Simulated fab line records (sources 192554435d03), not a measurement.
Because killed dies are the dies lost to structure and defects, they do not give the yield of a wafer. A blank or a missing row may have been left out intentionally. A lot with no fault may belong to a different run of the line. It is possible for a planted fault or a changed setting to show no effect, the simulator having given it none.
fab line records ; flow n5Finfet
record lots=7; wafers=21
route steps=1938 shown BEOL_M9@1419 BEOL_M10@1488 BEOL_M12@1649 BEOL_M13@1659
startH: start of the lot's first displayed wafer, in hours after the record's first day ; waitH: hours from the lot's prior step to this one ; " unchanged from the row above ; L1.1+2: one row covering several wafers at once ; - either no value or no given start ; * or withheld: withheld ; < > ~ a bound
route shown NAME@n: NAME is a module with steps in the file, n the number in the route of the first one ; usual: mean and standard deviation over wafers with no fault ; same: alike in all rows ; chamber/n: place in a boat ; sites: readings site by site ; _std_site: the values' standard deviation ; _edge_site: mean of outer sites minus mean of inner sites ; radiusMm: for every site, how far away it sits from the centre of the wafer ; mask NAME#n: copy n ; behind: tool/chamber where the wafer was last shaped ; hold: the reason the lot was held/the length of the hold in hours/how it ended ; device: which transistor (n, p or np) failed to switch ; end of line: tests of these same wafers at the route's end ; for a step that has no rows: nothing shown but its recipe ; killed: not the wafer's yield, but the dies lost to structure and defects at the first sort ; map: a wafer's dies, marking killed ones x, the rest . and places with no die _
set.NAME: the setting as run; set.NAME@STEP: as run at that earlier step ; model.NAME: the simulator's own value behind a step, which no gauge read
lots with deliberately changed settings; one table per step, one row per wafer
## steps
# step N5_BEOL_M9_ETCH_62
# recipe chemistry=N2/H2; target=SOC; targetDepthA=1100; overetchA=220; maskMaterial=SiARC; tempC=40; timeS=165; ionEnergyEv=200; pressureMtorr=30; sourceW=840; biasW=150; n2FlowSccm=200; h2FlowSccm=200
# usual rfVppV=524.8/2.8
lot.wafer;tool;chamber;startH;waitH;set.sourceW;rfVppV;model.SiARC_of_BEOL_M9_COAT_60.thkNm
L075.1;rieDiel-02;0;217.25;0.0;840;526.6;23.4
L075.2;rieDiel-02;3;217.25;0.0;840;529.3;23.2
L075.3;rieDiel-02;1;217.25;0.0;840;527.3;23.4
L076.3;rieDiel-02;3;217.50;0.0;711.4;558.2;23.8
L076.4;rieDiel-02;1;217.50;0.0;711.4;557.3;24.2
L076.6;rieDiel-02;2;217.50;0.0;840;520.8;23.6
L081.1;rieDiel-02;2;251.63;0.0;950.5;500.8;23.2
L081.2;rieDiel-02;1;251.63;0.0;840;527.0;23.6
L081.3;rieDiel-02;0;251.63;0.0;950.5;506.3;23.2
L083.1;rieDiel-06;3;251.81;0.0;840;528.6;23.8
L083.2;rieDiel-06;1;251.81;0.0;840;525.6;23.6
L083.3;rieDiel-06;0;251.81;0.0;840;522.5;23.6
L086.3;rieDiel-06;0;287.70;0.0;750.5;542.3;23.8
L086.4;rieDiel-06;2;287.70;0.0;840;525.0;23.4
L086.6;rieDiel-06;0;287.70;0.0;840;521.9;23.4
L089.1;rieDiel-02;3;289.41;0.0;949.2;506.9;23
L089.3;rieDiel-02;2;289.41;0.0;840;519.6;23.6
L089.4;rieDiel-02;1;289.41;0.0;949.2;505.2;23
L090.4;rieDiel-06;3;291.79;0.0;840;527.9;23.6
L090.5;rieDiel-06;0;291.79;0.0;840;524.6;23.6
L090.6;rieDiel-06;3;291.79;0.0;840;528.3;23.6
# step N5_BEOL_M9_COAT_22
# recipe resist=CAR-EUV; spinRpm=1500; resistThkNm=30
lot.wafer;tool;chamber;startH;waitH;set.spinRpm;model.CAR-EUV_of_BEOL_M9_COAT_22.thkNm
L075.1+3;lithoTrack-02;0;-;-;1500;30
L075.2;lithoTrack-02;0;-;-;1500;30.2
L076.3+4+6;lithoTrack-05;0;-;-;1500;30
L081.1+3;lithoTrack-01;0;-;-;1554;29.6
L081.2;lithoTrack-01;0;-;-;1500;30
L083.1+2;lithoTrack-02;0;-;-;1641;28.8
L083.3;lithoTrack-02;0;-;-;1500;30
L086.3+6;lithoTrack-05;0;-;-;1632;28.8
L086.4;lithoTrack-05;0;-;-;1500;30
L089.1;lithoTrack-05;0;-;-;1430;30.8
L089.3+4;lithoTrack-05;0;-;-;1500;30
L090.4+6;lithoTrack-01;0;-;-;1500;30
L090.5;lithoTrack-01;0;-;-;1614;28.8
# step N5_BEOL_M9_EBR_24
# recipe solvent=PGMEA; ebrWidthMm=1.5
# step N5_BEOL_M9_SOFTBAKE_23
# recipe tempC=110; timeS=60; resist=CAR-EUV
# step N5_BEOL_M9_EXPOSE_25
# recipe maskId=V8; na=0.33; sourceShape=annular; sigmaInner=0.4; sigmaOuter=0.8; polarization=unpolarized; doseMj=37.25
# step N5_BEOL_M9_PEB_26
# recipe pebTempC=100; pebTimeS=60; resist=CAR-EUV
# step N5_BEOL_M9_DEVELOP_27
# recipe developTimeS=30; developer=TMAH; resist=CAR-EUV; rinseLiquid=surfactantRinse; dry=airSpin; devTempC=23
lot.wafer;tool;chamber;startH;waitH;set.spinRpm@BEOL_M9_COAT_22;model.CAR-EUV_of_BEOL_M9_COAT_22.thkNm
L075.1;lithoTrack-02;0;-;-;1500;29.4
L075.2+3;lithoTrack-02;0;-;-;1500;29.6
L076.3+4+6;lithoTrack-05;0;-;-;1500;29.6
L081.1;lithoTrack-01;0;-;-;1554;29
L081.2;lithoTrack-01;0;-;-;1500;29.6
L081.3;lithoTrack-01;0;-;-;1554;29.2
L083.1+2;lithoTrack-05;0;-;-;1641;28.2
L083.3;lithoTrack-05;0;-;-;1500;29.4
L086.3;lithoTrack-01;0;-;-;1632;28.4
L086.4;lithoTrack-01;0;-;-;1500;29.6
L086.6;lithoTrack-01;0;-;-;1632;28.2
L089.1;lithoTrack-02;0;-;-;1430;30.4
L089.3;lithoTrack-02;0;-;-;1500;29.6
L089.4;lithoTrack-02;0;-;-;1500;29.4
L090.4+6;lithoTrack-01;0;-;-;1500;29.6
L090.5;lithoTrack-01;0;-;-;1614;28.4
# step N5_BEOL_M9_DESCUM_33
# recipe chemistry=O2; timeS=7; sourcePowerW=50; biasPowerW=20; pressureMtorr=20; rfFrequencyHz=2.712e+07; tempC=40; resist=CAR-EUV; o2FlowSccm=225
# step N5_BEOL_M9_ETCH_76
# recipe chemistry=N2/H2; target=underlayer; targetDepthA=65; maskMaterial=CAR-EUV; timeS=5.2; ionEnergyEv=200; pressureMtorr=30; sourceW=840; biasW=150; n2FlowSccm=200; h2FlowSccm=200; ends=cleared
lot.wafer;tool;chamber;startH;waitH;set.spinRpm@BEOL_M9_COAT_22;model.CAR-EUV_of_BEOL_M9_COAT_22.thkNm
L075.1;rieDiel-02;3;218.40;0.0;1500;20.2
L075.2;rieDiel-02;0;218.40;0.0;1500;20.6
L075.3;rieDiel-02;2;218.40;0.0;1500;20.4
L076.3;rieDiel-06;3;218.70;0.0;1500;20.2
L076.4+6;rieDiel-06;0;218.70;0.0;1500;20.4
L081.1;rieDiel-02;0;253.03;0.0;1554;19.8
L081.2;rieDiel-02;1;253.03;0.0;1500;20.4
L081.3;rieDiel-02;2;253.03;0.0;1554;20
L083.1+2;rieDiel-03;3,0;253.42;0.0;1641;19.2
L083.3;rieDiel-03;1;253.42;0.0;1500;20.2
L086.3;rieDiel-02;1;288.65;0.0;1632;19.2
L086.4;rieDiel-02;3;288.65;0.0;1500;20.4
L086.6;rieDiel-02;3;288.65;0.0;1632;19
L089.1;rieDiel-02;1;290.42;0.0;1430;21.2
L089.3+4;rieDiel-02;0,2;290.42;0.0;1500;20.4
L090.4;rieDiel-02;3;292.62;0.0;1500;20.2
L090.5;rieDiel-02;1;292.62;0.0;1614;19.2
L090.6;rieDiel-02;0;292.62;0.0;1500;20.4
# step N5_BEOL_M10_ETCH_62
# recipe chemistry=N2/H2; target=SOC; targetDepthA=1100; overetchA=220; maskMaterial=SiARC; tempC=40; timeS=165; ionEnergyEv=200; pressureMtorr=30; sourceW=840; biasW=150; n2FlowSccm=200; h2FlowSccm=200
lot.wafer;tool;chamber;startH;waitH;set.timeS;model.SiARC_of_BEOL_M10_COAT_60.thkNm
L075.1+2;rieDiel-05;2,1;223.13;0.0;165;23.6
L075.3;rieDiel-05;0;223.13;0.0;165;23.8
L076.3+4;rieDiel-04;3,1;225.02;0.0;165;23.6
L076.6;rieDiel-04;2;225.02;0.0;165;23.8
L081.1;rieDiel-04;0;258.37;0.0;165;23.4
L081.2;rieDiel-04;3;258.37;0.0;192;22.8
L081.3;rieDiel-04;1;258.37;0.0;192;22.4
L083.1+3;rieDiel-05;1,3;261.37;0.0;165;23.6
L083.2;rieDiel-05;0;261.37;0.0;165;23.8
L086.3+4;rieDiel-05;1,2;294.70;0.0;149.8;24.2
L086.6;rieDiel-05;0;294.70;0.0;165;23.6
L089.1;rieDiel-05;0;297.46;0.0;165;23.8
L089.3;rieDiel-05;2;297.46;0.0;149.9;24.4
L089.4;rieDiel-05;1;297.46;0.0;149.9;24.2
L090.4;rieDiel-01;0;297.76;0.0;189.1;22.6
L090.5;rieDiel-01;0;297.76;0.0;189.1;22.4
L090.6;rieDiel-01;3;297.76;0.0;165;23.4
# step N5_BEOL_M10_STRIP_68
# recipe chemistry=N2/H2; tempC=40; n2FlowSccm=200; h2FlowSccm=200; rfFrequencyHz=6e+07
# step N5_BEOL_M10_STRIP_67
# recipe chemistry=CF4; resist=SiARC; powerW=300; biasPowerW=75; pressureMtorr=50; cf4FlowSccm=150; rfFrequencyHz=6e+07
# step N5_BEOL_M10_HM_OPEN_17
# recipe chemistry=Cl2/BCl3; targetDepthA=200; overetchA=60; target=TiN; maskMaterial=SOC; ionEnergyEv=150; pressureMtorr=10; icpW=1000; biasW=126; Cl2_flow_sccm=53.25; bcl3FlowSccm=21.75; Ar_flow_sccm=25
lot.wafer;tool;chamber;startH;waitH;set.timeS@BEOL_M10_ETCH_62;model.etch.depthNm
L075.1;rieMetal-03;1;223.32;0.0;165;19.85
L075.2;rieMetal-03;0;223.32;0.0;165;19.9
L075.3;rieMetal-03;0;223.32;0.0;165;19.83
L076.3;rieMetal-03;0;225.24;0.1;165;20.01
L076.4;rieMetal-03;1;225.24;0.1;165;20.06
L076.6;rieMetal-03;0;225.24;0.1;165;20.07
L081.1;rieMetal-01;1;258.55;0.0;165;19.84
L081.2;rieMetal-01;0;258.55;0.0;192;17.34
L081.3;rieMetal-01;1;258.55;0.0;192;17.15
L083.1;rieMetal-02;1;261.56;0.0;165;19.76
L083.2;rieMetal-02;1;261.56;0.0;165;19.8
L083.3;rieMetal-02;1;261.56;0.0;165;19.97
L086.3;rieMetal-02;0;294.91;0.1;149.8;20.29
L086.4;rieMetal-02;1;294.91;0.1;149.8;20.26
L086.6;rieMetal-02;1;294.91;0.1;165;20.21
L089.1;rieMetal-02;0;297.65;0.0;165;20.01
L089.3;rieMetal-02;1;297.65;0.0;149.9;20.23
L089.4;rieMetal-02;0;297.65;0.0;149.9;19.89
L090.4;rieMetal-03;1;297.97;0.1;189.1;18.02
L090.5;rieMetal-03;0;297.97;0.1;189.1;17.91
L090.6;rieMetal-03;1;297.97;0.1;165;20.31
# step N5_BEOL_M10_VIA_ETCH_34
# recipe chemistry=C4F6/O2; target=SiCOH_lowk; targetDepthA=1845; maskMaterial=SOC; taperDeg=4; timeS=69.2; ionEnergyEv=250; pressureMtorr=30; sourceW=345; biasW=185; Ar_flow_sccm=300; C4F6_flow_sccm=10; O2_flow_sccm=10
lot.wafer;tool;chamber;startH;waitH;set.timeS;model.etch.depthNm;model.SOC_of_BEOL_M10_COAT_63.thkNm
L075.1;rieDiel-05;3;225.36;0.0;69.2;182.5;92.4
L075.2;rieDiel-05;0;225.36;0.0;69.2;180.7;92.2
L075.3;rieDiel-05;2;225.36;0.0;69.2;178.9;92.4
L076.3;rieDiel-01;2;227.07;0.0;61.51;160.7;93.6
L076.4;rieDiel-01;3;227.07;0.0;69.2;182.7;92.2
L076.6;rieDiel-01;1;227.07;0.0;61.51;164;93.6
L081.1;rieDiel-05;3;260.31;0.0;69.2;183.2;92
L081.2;rieDiel-05;1;260.31;0.0;62.39;168.9;93
L081.3;rieDiel-05;2;260.31;0.0;69.2;181.8;92.4
L083.1;rieDiel-01;1;262.48;0.0;69.2;183.8;91.8
L083.2;rieDiel-01;3;262.48;0.0;79.69;209.8;90.8
L083.3;rieDiel-01;2;262.48;0.0;69.2;180.1;92
L086.3;rieDiel-04;3;296.64;0.0;56.37;147.4;94
L086.4;rieDiel-04;0;296.64;0.0;69.2;189.7;92
L086.6;rieDiel-04;3;296.64;0.0;69.2;181.3;92.4
L089.1;rieDiel-05;2;298.63;0.0;63.81;167.1;92.6
L089.3;rieDiel-05;3;298.63;0.0;63.81;169.8;92.4
L089.4;rieDiel-05;1;298.63;0.0;69.2;182.9;92
L090.4;rieDiel-01;2;300.07;0.0;63.88;168.3;92.4
L090.5;rieDiel-01;2;300.07;0.0;69.2;180.3;92
L090.6;rieDiel-01;3;300.07;0.0;63.88;171.5;92.2
# step N5_BEOL_M10_ETCH_41
# recipe chemistry=CH3F/O2; target=SiCN; targetDepthA=426; taperDeg=2; timeS=86; ionEnergyEv=120; maskMaterial=TiN; pressureMtorr=30; sourceW=395; biasW=75; Ar_flow_sccm=150; CH3F_flow_sccm=30; O2_flow_sccm=20
# usual rfVppV=297.8/1.6
lot.wafer;tool;chamber;startH;waitH;set.sourceW;rfVppV
L075.1;rieDiel-05;3;-;-;395;298.8
L075.2;rieDiel-05;0;-;-;395;296.7
L075.3;rieDiel-05;2;-;-;395;298.7
L076.3;rieDiel-01;2;-;-;366.2;305.2
L076.4;rieDiel-01;3;-;-;395;293.4
L076.6;rieDiel-01;1;-;-;395;296.3
L081.1;rieDiel-05;3;-;-;395;299.1
L081.2;rieDiel-05;1;-;-;338.8;313.9
L081.3;rieDiel-05;2;-;-;395;297.3
L083.1;rieDiel-01;1;-;-;395;297.7
L083.2;rieDiel-01;3;-;-;395;294.7
L083.3;rieDiel-01;2;-;-;395;296.0
L086.3;rieDiel-04;3;-;-;395;298.2
L086.4;rieDiel-04;0;-;-;395;300.4
L086.6;rieDiel-04;3;-;-;395;297.6
L089.1;rieDiel-05;2;-;-;395;296.9
L089.3;rieDiel-05;3;-;-;395;300.5
L089.4;rieDiel-05;1;-;-;325.9;316.2
L090.4;rieDiel-01;2;-;-;324.9;317.2
L090.5;rieDiel-01;2;-;-;395;295.7
L090.6;rieDiel-01;3;-;-;395;300.5
# step N5_BEOL_M12_SPUTTER_44
# recipe material=Ta; targetThkA=100; tempC=50; biasV=80; powerW=15000; chamberPressurePa=0.07; timeS=16.13
lot.wafer;tool;chamber;startH;waitH;set.timeS;model.Ta_of_BEOL_M12_SPUTTER_44.thkNm
L075.1;pvdSputter-03;-;241.97;0.0;16.13;10
L075.2+3;pvdSputter-03;-;241.97;0.0;16.13;9.8
L076.3+4;pvdSputter-03;-;245.19;0.0;16.92;10.6
L076.6;pvdSputter-03;-;245.19;0.0;16.13;10.2
L081.1+2;pvdSputter-03;-;275.97;0.0;14.89;9.2
L081.3;pvdSputter-03;-;275.97;0.0;16.13;10
L083.1;pvdSputter-03;-;280.88;0.0;16.13;10
L083.2;pvdSputter-03;-;280.88;0.0;14.93;9.2
L083.3;pvdSputter-03;-;280.88;0.0;16.13;9.8
L086.3+6;pvdSputter-01;-;313.06;0.0;16.13;10
L086.4;pvdSputter-01;-;313.06;0.0;14.61;9
L089.1+4;pvdSputter-03;-;313.43;0.0;14.63;9
L089.3;pvdSputter-03;-;313.43;0.0;16.13;10
L090.4;pvdSputter-02;-;313.91;0.0;16.13;9.8
L090.5+6;pvdSputter-02;-;313.91;0.0;17.11;10.4
# step N5_BEOL_M13_ILD_DEP_00
# recipe material=SiOC; targetThkA=8379.2; tempC=350; precursor=DEMS/O2; pressureTorr=5; rfW=500; timeS=166.4
lot.wafer;tool;chamber;startH;waitH;set.timeS;model.SiOC_of_BEOL_M13_ILD_DEP_00.thkNm
L075.1;pecvd-01;0;243.10;0.0;166.4;841.2
L075.2;pecvd-01;1;243.10;0.0;166.4;838.2
L075.3;pecvd-01;2;243.10;0.0;166.4;836.2
L076.3;pecvd-01;1;246.32;0.0;166.4;822.2
L076.4;pecvd-01;0;246.32;0.0;146.8;750.6
L076.6;pecvd-01;2;246.32;0.0;146.8;739
L081.1;pecvd-01;0;277.40;0.0;166.4;827.8
L081.2;pecvd-01;2;277.40;0.0;166.4;828.2
L081.3;pecvd-01;1;277.40;0.0;166.4;831.6
L083.1;pecvd-03;0;282.49;0.0;166.4;821.2
L083.2;pecvd-03;2;282.49;0.0;166.4;820
L083.3;pecvd-03;1;282.49;0.0;166.4;824.6
L086.3;pecvd-03;0;314.23;0.0;143.9;704.6
L086.4;pecvd-03;1;314.23;0.0;143.9;725.6
L086.6;pecvd-03;2;314.23;0.0;166.4;834.6
L089.1;pecvd-02;0;314.56;0.0;166.4;828
L089.3;pecvd-02;2;314.56;0.0;166.4;835.6
L089.4;pecvd-02;0;314.56;0.0;166.4;841
L090.4;pecvd-01;1;315.34;0.1;166.4;846.2
L090.5;pecvd-01;0;315.34;0.1;166.4;840.6
L090.6;pecvd-01;2;315.34;0.1;166.4;839.6
# step N5_BEOL_M13_THK_MEAS_01
# recipe reads=SiOC_of_BEOL_M13_ILD_DEP_00
# usual M13_ILD_THK=834/11
lot.wafer;tool;chamber;startH;waitH;set.timeS@BEOL_M13_ILD_DEP_00;M13_ILD_THK[nm]
L075.1;filmMetro-02;-;243.25;0.1;166.4;841
L075.2;filmMetro-02;-;243.25;0.1;166.4;838
L075.3;filmMetro-02;-;243.25;0.1;166.4;837
L076.3;filmMetro-02;-;246.47;0.1;166.4;823
L076.4;filmMetro-02;-;246.47;0.1;146.8;750
L076.6;filmMetro-02;-;246.47;0.1;146.8;739
L081.1;filmMetro-01;-;277.55;0.1;166.4;828
L081.2;filmMetro-01;-;277.55;0.1;166.4;827
L081.3;filmMetro-01;-;277.55;0.1;166.4;832
L083.1;filmMetro-01;-;282.64;0.1;166.4;821
L083.2;filmMetro-01;-;282.64;0.1;166.4;821
L083.3;filmMetro-01;-;282.64;0.1;166.4;825
L086.3;filmMetro-02;-;314.38;0.1;143.9;705
L086.4;filmMetro-02;-;314.38;0.1;143.9;725
L086.6;filmMetro-02;-;314.38;0.1;166.4;835
L089.1;filmMetro-01;-;314.71;0.1;166.4;827
L089.3;filmMetro-01;-;314.71;0.1;166.4;835
L089.4;filmMetro-01;-;314.71;0.1;166.4;841
L090.4;filmMetro-01;-;315.44;0.0;166.4;846
L090.5;filmMetro-01;-;315.44;0.0;166.4;840
L090.6;filmMetro-01;-;315.44;0.0;166.4;839
# step N5_BEOL_M13_COAT_58
# recipe resist=BARC; tempC=205; timeS=60; spinRpm=1500; resistThkNm=89
# step N5_BEOL_M13_COAT_04
# recipe spinRpm=1625; resistThkNm=400
# step N5_BEOL_M13_DESCUM_15
# recipe chemistry=O2; timeS=7.9; sourcePowerW=50; biasPowerW=20; pressureMtorr=20; rfFrequencyHz=2.712e+07; tempC=40; o2FlowSccm=225
# step N5_BEOL_M13_ETCH_59
# recipe chemistry=N2/H2; target=BARC; targetDepthA=890; overetchA=267; timeS=67.9; ionEnergyEv=200; pressureMtorr=30; sourceW=840; biasW=150; n2FlowSccm=200; h2FlowSccm=200
# step N5_BEOL_M13_VIA_ETCH_16
# recipe chemistry=C4F8/O2/Ar; target=SiOC; pressureMtorr=30; sourceW=3000; biasW=700; Ar_flow_sccm=400; C4F8_flow_sccm=15; O2_flow_sccm=8; heInnerTorr=15; heOuterTorr=30; targetDepthA=9217; timeS=withheld; ionEnergyEv=250; ends=cleared
lot.wafer;tool;chamber;startH;waitH;set.timeS@BEOL_M13_ILD_DEP_00;model.etch.depthNm;model.coat_of_BEOL_M13_COAT_04.thkNm
L075.1;rieDiel-02;0;243.86;0.0;*;841.1;68.6
L075.2;rieDiel-02;2;243.86;0.0;*;838.1;70
L075.3;rieDiel-02;3;243.86;0.0;*;836.2;68.2
L076.3;rieDiel-06;3;247.12;0.0;*;822.2;76
L076.4;rieDiel-06;2;247.12;0.0;*;750.6;99.8
L076.6;rieDiel-06;1;247.12;0.0;*;738.9;98.6
L081.1;rieDiel-03;2;278.03;0.0;*;827.8;74.8
L081.2;rieDiel-03;0;278.03;0.0;*;828.2;72.6
L081.3;rieDiel-03;3;278.03;0.0;*;831.6;70.4
L083.1;rieDiel-03;0;283.12;0.0;*;821.3;76.6
L083.2;rieDiel-03;1;283.12;0.0;*;820;78.6
L083.3;rieDiel-03;2;283.12;0.0;*;824.6;76.8
L086.3;rieDiel-06;2;314.86;0.0;*;704.6;110.6
L086.4;rieDiel-06;0;314.86;0.0;*;725.6;101.6
L086.6;rieDiel-06;3;314.86;0.0;*;834.6;72.6
L089.1;rieDiel-02;3;315.36;0.0;*;828;72.6
L089.3;rieDiel-02;2;315.36;0.0;*;835.6;72.8
L089.4;rieDiel-02;0;315.36;0.0;*;840.9;71.2
L090.4;rieDiel-03;3;315.91;0.0;*;846.1;67.6
L090.5;rieDiel-03;1;315.91;0.0;*;840.6;70
L090.6;rieDiel-03;2;315.91;0.0;*;839.5;72
# step N5_BEOL_M13_STRIP_63
# recipe chemistry=N2/H2; powerW=1000; tempC=250; h2Frac=0.65; overashFraction=0.3; pressureMtorr=1000; n2FlowSccm=1750; h2FlowSccm=3250
# usual stripTimeToEndpointS=28.3/1
lot.wafer;tool;chamber;startH;waitH;set.timeS@BEOL_M13_ILD_DEP_00;stripTimeToEndpointS
L075.1;plasmaAsher-01;0;244.09;-;166.4;27.2
L075.2;plasmaAsher-01;1;244.09;-;166.4;27.7
L075.3;plasmaAsher-01;0;244.09;-;166.4;27.2
L076.3;plasmaAsher-01;1;247.37;-;166.4;29.4
L076.4;plasmaAsher-01;0;247.37;-;146.8;36.1
L076.6;plasmaAsher-01;0;247.37;-;146.8;35.8
L081.1;plasmaAsher-02;1;278.27;-;166.4;29.1
L081.2;plasmaAsher-02;0;278.27;-;166.4;28.4
L081.3;plasmaAsher-02;1;278.27;-;166.4;27.8
L083.1;plasmaAsher-01;1;283.36;-;166.4;29.6
L083.2;plasmaAsher-01;0;283.36;-;166.4;30.2
L083.3;plasmaAsher-01;1;283.36;-;166.4;29.7
L086.3;plasmaAsher-01;1;315.12;-;143.9;39.1
L086.4;plasmaAsher-01;0;315.12;-;143.9;36.7
L086.6;plasmaAsher-01;0;315.12;-;166.4;28.4
L089.1;plasmaAsher-01;0;315.59;-;166.4;28.4
L089.3;plasmaAsher-01;1;315.59;-;166.4;28.5
L089.4;plasmaAsher-01;0;315.59;-;166.4;28.0
L090.4;plasmaAsher-02;0;316.17;-;166.4;27.0
L090.5;plasmaAsher-02;1;316.17;-;166.4;27.7
L090.6;plasmaAsher-02;0;316.17;-;166.4;28.3
# step N5_BEOL_M13_COAT_65
# recipe resist=SOC; tempC=250; timeS=60; spinRpm=1500; resistThkNm=350
lot.wafer;tool;chamber;startH;waitH;set.spinRpm;model.SOC_of_BEOL_M13_COAT_65.thkNm
L075.1;lithoTrack-03;0;244.37;0.0;1500;352.6
L075.2;lithoTrack-03;0;244.37;0.0;1500;351.8
L075.3;lithoTrack-03;0;244.37;0.0;1500;350.2
L076.3;lithoTrack-04;0;247.63;0.0;1500;349.8
L076.4;lithoTrack-04;0;247.63;0.0;1500;350.2
L076.6;lithoTrack-04;0;247.63;0.0;1500;349
L081.1;lithoTrack-03;0;278.51;0.0;1354;369
L081.2;lithoTrack-03;0;278.51;0.0;1354;368.4
L081.3;lithoTrack-03;0;278.51;0.0;1500;350.8
L083.1;lithoTrack-04;0;283.60;0.0;1500;350.2
L083.2;lithoTrack-04;0;283.60;0.0;1636;335
L083.3;lithoTrack-04;0;283.60;0.0;1636;335.2
L086.3;lithoTrack-02;0;315.34;0.0;1500;349.4
L086.4;lithoTrack-02;0;315.34;0.0;1500;349.2
L086.6;lithoTrack-02;0;315.34;0.0;1500;350.4
L089.1+3;lithoTrack-04;0;315.87;0.0;1612;338
L089.4;lithoTrack-04;0;315.87;0.0;1500;350
L090.4;lithoTrack-02;0;316.40;0.0;1454;355.2
L090.5;lithoTrack-02;0;316.40;0.0;1500;350.2
L090.6;lithoTrack-02;0;316.40;0.0;1500;350
## key
split step=N5_BEOL_M9_ETCH_62; setting=sourceW; stated=840; by=wafer
response step=N5_BEOL_M9_ETCH_62; reading=rfVppV; change=-1.81; per=1%; r=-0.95
response step=N5_BEOL_M9_ETCH_62; reading=model.SiARC_of_BEOL_M9_COAT_60.thkNm; change=-0.034; per=1%; r=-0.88
split step=N5_BEOL_M9_COAT_22; setting=spinRpm; stated=1500; by=wafer
response step=N5_BEOL_M9_COAT_22; reading=model.CAR-EUV_of_BEOL_M9_COAT_22.thkNm; change=-0.14; per=1%; r=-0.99
response step=N5_BEOL_M9_DEVELOP_27; reading=model.CAR-EUV_of_BEOL_M9_COAT_22.thkNm; change=-0.146; per=1%; r=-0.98
response step=N5_BEOL_M9_ETCH_76; reading=model.CAR-EUV_of_BEOL_M9_COAT_22.thkNm; change=-0.134; per=1%; r=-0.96
split step=N5_BEOL_M10_ETCH_62; setting=timeS; stated=165; by=wafer
response step=N5_BEOL_M10_ETCH_62; reading=model.SiARC_of_BEOL_M10_COAT_60.thkNm; change=-0.0559; per=1%; r=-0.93
response step=N5_BEOL_M10_HM_OPEN_17; reading=model.etch.depthNm; change=-0.119; per=1%; r=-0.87
split step=N5_BEOL_M10_VIA_ETCH_34; setting=timeS; stated=69.2; by=wafer
response step=N5_BEOL_M10_VIA_ETCH_34; reading=model.etch.depthNm; change=+1.84; per=1%; r=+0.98
response step=N5_BEOL_M10_VIA_ETCH_34; reading=model.SOC_of_BEOL_M10_COAT_63.thkNm; change=-0.0872; per=1%; r=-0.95
split step=N5_BEOL_M10_ETCH_41; setting=sourceW; stated=395; by=wafer
response step=N5_BEOL_M10_ETCH_41; reading=rfVppV; change=-1.08; per=1%; r=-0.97
split step=N5_BEOL_M12_SPUTTER_44; setting=timeS; stated=16.13; by=wafer
response step=N5_BEOL_M12_SPUTTER_44; reading=model.Ta_of_BEOL_M12_SPUTTER_44.thkNm; change=+0.102; per=1%; r=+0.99
split step=N5_BEOL_M13_ILD_DEP_00; setting=timeS; stated=166.4; by=wafer
response step=N5_BEOL_M13_ILD_DEP_00; reading=model.SiOC_of_BEOL_M13_ILD_DEP_00.thkNm; change=+7.86; per=1%; r=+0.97
response step=N5_BEOL_M13_THK_MEAS_01; reading=M13_ILD_THK; change=+7.91; per=1%; r=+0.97
response step=N5_BEOL_M13_VIA_ETCH_16; reading=model.etch.depthNm; change=+7.86; per=1%; r=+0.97
response step=N5_BEOL_M13_VIA_ETCH_16; reading=model.coat_of_BEOL_M13_COAT_04.thkNm; change=-2.26; per=1%; r=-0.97
response step=N5_BEOL_M13_STRIP_63; reading=stripTimeToEndpointS; change=*; per=1%; r=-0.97
split step=N5_BEOL_M13_COAT_65; setting=spinRpm; stated=1500; by=wafer
response step=N5_BEOL_M13_COAT_65; reading=model.SOC_of_BEOL_M13_COAT_65.thkNm; change=-1.72; per=1%; r=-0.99
